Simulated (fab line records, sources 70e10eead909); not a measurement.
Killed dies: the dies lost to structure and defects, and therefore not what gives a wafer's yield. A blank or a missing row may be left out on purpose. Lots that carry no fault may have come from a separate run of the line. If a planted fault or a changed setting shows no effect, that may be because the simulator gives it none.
Which of the tools did it? | flow nand harc | 12 lots, 36 wafers sampled, at 6 steps of a route of 1302

## WHAT THE GAUGES SHOWED, per wafer
NHARC_END_SORT_01. Usual: killed at array 61, standard deviation 24; killed at other 1.2, standard deviation 1.3; killed at periphery 3.7, standard deviation 2.6; killed dies 66, standard deviation 23; killed open 3.3, standard deviation 1.8; killed short 2.4, standard deviation 1.6.
lot  | measured     | on        | killed at array | killed at other | killed at periphery | killed dies | killed open | killed short | flag
L717 | day 32 06:49 | prober-02 | 674 671 671     | 0 1 0           | 3 5 6               | 677 677 677 | 3 4 0       | 0 3 5        | OFF
L719 | day 33 03:43 | prober-01 | 672 674 669     | 0 0 0           | 5 3 8               | 677 677 677 | 2 3 4       | 1 3 2        | OFF
L718 | day 32 17:28 | prober-01 | 672 674 672     | 1 0 0           | 4 3 5               | 677 677 677 | 5 4 4       | 1 5 1        | OFF

## TOOL THAT RAN EACH LOT (tool first, then ch and the chambers of the sampled wafers, then the start)
lot  | NHARC_A_WL_FILL_ETCHBACK_04       | NHARC_A_WL_FILL_ETCHBACK_17       | NHARC_A_WL_FILL_ALD_19              | NHARC_A_WL_FILL_CVD_20        | NHARC_A_WL_FILL_CMP_12
L704 | rie metal-02 ch 0,1, day 22 01:24 | rie metal-02 ch 1, day 22 11:59   | ald metal-01 ch 0,1,3, day 22 17:24 | cvd w-01 ch 1, day 22 17:35   | cmp-02 ch 0,1,2, day 22 17:47
L705 | rie metal-03 ch 0,1, day 22 01:40 | rie metal-01 ch 0,1, day 22 12:01 | ald metal-04 ch 1,2, day 22 17:23   | cvd w-02 ch 0,1, day 22 17:36 | cmp-04 ch 1,2,3, day 22 17:47
L706 | rie metal-01 ch 0,1, day 22 05:10 | rie metal-01 ch 0,1, day 22 16:45 | ald metal-03 ch 0,1,3, day 22 22:17 | cvd w-02 ch 0,1, day 22 22:29 | cmp-04 ch 1,2,3, day 22 22:41
L708 | rie metal-02 ch 0,1, day 22 22:37 | rie metal-02 ch 0,1, day 23 09:13 | ald metal-04 ch 0,2,3, day 23 14:36 | cvd w-01 ch 0, day 23 14:49   | cmp-03 ch 0,1,3, day 23 14:59
L711 | rie metal-03 ch 0,1, day 24 23:35 | rie metal-02 ch 0,1, day 25 11:39 | ald metal-03 ch 0,2,3, day 25 17:07 | cvd w-02 ch 0,1, day 25 17:16 | cmp-04 ch 0,1,2, day 25 17:29
L712 | rie metal-01 ch 0,1, day 25 09:39 | rie metal-01 ch 0,1, day 25 19:50 | ald metal-01 ch 0,2,3, day 26 02:16 | cvd w-01 ch 1, day 26 02:28   | cmp-03 ch 0,1,3, day 26 02:47
L713 | rie metal-03 ch 0,1, day 25 09:50 | rie metal-02 ch 0,1, day 25 19:46 | ald metal-04 ch 0,2, day 26 02:16   | cvd w-02 ch 0,1, day 26 02:31 | cmp-02 ch 0,1,3, day 26 02:41
L714 | rie metal-02 ch 0,1, day 26 07:11 | rie metal-03 ch 0,1, day 26 18:54 | ald metal-04 ch 0,2,3, day 27 00:24 | cvd w-02 ch 0,1, day 27 00:36 | cmp-02 ch 0,2,3, day 27 00:48
L717 | rie metal-01 ch 0,1, day 28 01:24 | rie metal-03 ch 0,1, day 28 16:17 | ald metal-03 ch 1,2, day 28 21:46   | cvd w-01 ch 0, day 28 21:58   | cmp-02 ch 0,1,2, day 28 22:09
L719 | rie metal-02 ch 0,1, day 28 12:51 | rie metal-03 ch 0, day 29 02:02   | ald metal-03 ch 0,1,3, day 29 07:35 | cvd w-01 ch 0,1, day 29 07:49 | cmp-02 ch 0,1, day 29 07:57
L718 | rie metal-01 ch 0,1, day 28 12:58 | rie metal-01 ch 0,1, day 28 22:55 | ald metal-01 ch 1,2,3, day 29 04:21 | cvd w-02 ch 0,1, day 29 04:47 | cmp-03 ch 0,1,3, day 29 05:00
L724 | rie metal-01 ch 0,1, day 29 15:43 | rie metal-01 ch 0,1, day 30 05:29 | ald metal-04 ch 0,2,3, day 30 11:00 | cvd w-01 ch 0,1, day 30 11:10 | cmp-04 ch 0,1,2, day 30 11:21
- NHARC_A_WL_FILL_ETCHBACK_04: etches the open film in NF3, target depth 60 nm, time 120 s.
- NHARC_A_WL_FILL_ETCHBACK_17: etches the open film in Cl2/BCl3, target depth 4 nm, time 26.7 s.
- NHARC_A_WL_FILL_ALD_19: deposits TiN, target thk 2 nm, pulse time 3 s, ald cycles 100.
- NHARC_A_WL_FILL_CVD_20: deposits W, target thk 100 nm, time 74 s.
- NHARC_A_WL_FILL_CMP_12: polishes, t overpolish 30 s, target thk 100 nm.

## AS READ BY THE TOOLS THEMSELVES (means over the sampled wafers that have a number; for cases with no such wafer, the mark the record gives instead)
NHARC_A_WL_FILL_ETCHBACK_04. Usual: drypump motor current A 5.8 A, standard deviation 0.32; oes product au 1.003 a.u., standard deviation 0.015.
lot  | tool         | drypump motor current A (A) | oes product au (a.u.) | flag
L704 | rie metal-02 | 5.8                         | 1.023                 |
L705 | rie metal-03 | 5.8                         | 0.997                 |
L706 | rie metal-01 | 5.9                         | 0.992                 |
L708 | rie metal-02 | 5.8                         | 1.009                 |
L711 | rie metal-03 | 6.1                         | 0.989                 |
L712 | rie metal-01 | 6.0                         | 0.999                 |
L713 | rie metal-03 | 6.1                         | 0.987                 |
L714 | rie metal-02 | 5.5                         | 1.029                 |
L717 | rie metal-01 | 6.0                         | 1.009                 |
L719 | rie metal-02 | 5.8                         | 1.004                 |
L718 | rie metal-01 | 6.0                         | 1.004                 |
L724 | rie metal-01 | 6.0                         | 0.997                 |

NHARC_A_WL_FILL_ETCHBACK_17. Usual: drypump motor current A 5.9 A, standard deviation 0.32; oes product au 1.000 a.u., standard deviation 0.018.
lot  | tool         | drypump motor current A (A) | oes product au (a.u.) | flag
L704 | rie metal-02 | 5.3                         | 1.023                 |
L705 | rie metal-01 | 6.0                         | 1.002                 |
L706 | rie metal-01 | 5.9                         | 1.000                 |
L708 | rie metal-02 | 5.6                         | 1.020                 |
L711 | rie metal-02 | 5.6                         | 1.027                 |
L712 | rie metal-01 | 6.0                         | 0.988                 |
L713 | rie metal-02 | 5.8                         | 1.024                 |
L714 | rie metal-03 | 5.8                         | 0.983                 |
L717 | rie metal-03 | 6.1                         | 0.982                 |
L719 | rie metal-03 | 5.6                         | 0.982                 |
L718 | rie metal-01 | 6.0                         | 0.996                 |
L724 | rie metal-01 | 6.0                         | 0.998                 |

NHARC_A_WL_FILL_ALD_19. Usual: heater power w 1128 W, standard deviation 110; precursor pulse height rel 1.005, standard deviation 0.02.
lot  | tool         | heater power w (W) | precursor pulse height rel | flag
L704 | ald metal-01 | 1140               | 1.012                      |
L705 | ald metal-04 | 1061               | 1.008                      |
L706 | ald metal-03 | 1204               | 1.004                      |
L708 | ald metal-04 | 1106               | 1.008                      |
L711 | ald metal-03 | 1053               | 0.997                      |
L712 | ald metal-01 | 1150               | 0.994                      |
L713 | ald metal-04 | 1131               | 1.009                      |
L714 | ald metal-04 | 1129               | 1.018                      |
L717 | ald metal-03 | 984                | 1.006                      |
L719 | ald metal-03 | 1202               | 1.007                      |
L718 | ald metal-01 | 1180               | 1.002                      |
L724 | ald metal-04 | 1085               | 0.993                      |

NHARC_A_WL_FILL_CVD_20. Usual: chamber pressure Torr 39.99 Torr, standard deviation 0.09; heater power outer w 483 W, standard deviation 45; heater power w 773 W, standard deviation 52; throttle valve pct 7.81 %, standard deviation 0.17.
lot  | tool     | chamber pressure Torr (Torr) | heater power outer w (W) | heater power w (W) | throttle valve pct (%) | flag
L704 | cvd w-01 | 40.06                        | 518                      | 796                | 7.78                   |
L705 | cvd w-02 | 40.00                        | 497                      | 806                | 7.87                   |
L706 | cvd w-02 | 39.92                        | 497                      | 802                | 7.78                   |
L708 | cvd w-01 | 40.01                        | 421                      | 705                | 7.59                   |
L711 | cvd w-02 | 39.98                        | 500                      | 806                | 7.80                   |
L712 | cvd w-01 | 40.06                        | 525                      | 815                | 7.75                   |
L713 | cvd w-02 | 40.12                        | 489                      | 803                | 7.91                   |
L714 | cvd w-02 | 39.92                        | 498                      | 790                | 7.88                   |
L717 | cvd w-01 | -                            | -                        | -                  | -                      | OFF
L719 | cvd w-01 | -                            | -                        | -                  | -                      | OFF
L718 | cvd w-02 | -                            | -                        | -                  | -                      | OFF
L724 | cvd w-01 | 39.96                        | 478                      | 760                | 7.53                   |

NHARC_A_WL_FILL_CMP_12. Usual: motor current A 12.3 A, standard deviation 1.3; overpolish run s 29.999 s, standard deviation 0.0093; time to endpoint s 21.0 s, standard deviation 2.9.
lot  | tool   | motor current A (A) | overpolish run s (s) | time to endpoint s (s) | flag
L704 | cmp-02 | 11.9                | 30.005               | 20.8                   |
L705 | cmp-04 | 13.0                | 29.997               | 22.7                   |
L706 | cmp-04 | 13.2                | 29.995               | 22.0                   |
L708 | cmp-03 | 12.4                | 29.991               | 21.5                   |
L711 | cmp-04 | 12.1                | 29.996               | 21.4                   |
L712 | cmp-03 | 12.6                | 29.985               | 20.8                   |
L713 | cmp-02 | 12.1                | 29.996               | 22.3                   |
L714 | cmp-02 | 11.2                | 29.999               | 19.5                   |
L717 | cmp-02 | 11.7                | 30.000               | 1.3                    | OFF
L719 | cmp-02 | 12.7                | 29.997               | 1.6                    | OFF
L718 | cmp-03 | 13.0                | 30.003               | 3.8                    | OFF
L724 | cmp-04 | 12.5                | 29.999               | 22.1                   |

## THE ANSWER, worked out from the rows above alone
Rule: take the mean of a lot's wafers that have a number; if it is more than 3 standard deviations from the usual mean, the lot is off. A lot without any number at a reading at which 4 lots or more have one is off too. The other lots that the step has rows for count as sound. After the gauges, taken in route order, come the tools' own readings; for these a lot's mean is taken, as printed above. The first step at which some lot is off is used, and at that step the reading that is off furthest; a lot without a number counts as furthest.
Off: L717, L719, L718 (NHARC_END_SORT_01, killed dies). Neither off nor sound, because the step has no rows for them: L704, L705, L706, L708, L711, L712, L713, L714, L724.
If a tool, at a process step before that reading, ran all the lots that are off and no sound lot after the first of them, it fits. The gauges at NHARC_END_SORT_01 aren't tried: what is off there is off at NHARC_A_WL_FILL_CVD_20 too, on other tools, and a gauge's error can't cause that. Of those tried, none fits.

## WHAT THE SIMULATOR HAD INSERTED
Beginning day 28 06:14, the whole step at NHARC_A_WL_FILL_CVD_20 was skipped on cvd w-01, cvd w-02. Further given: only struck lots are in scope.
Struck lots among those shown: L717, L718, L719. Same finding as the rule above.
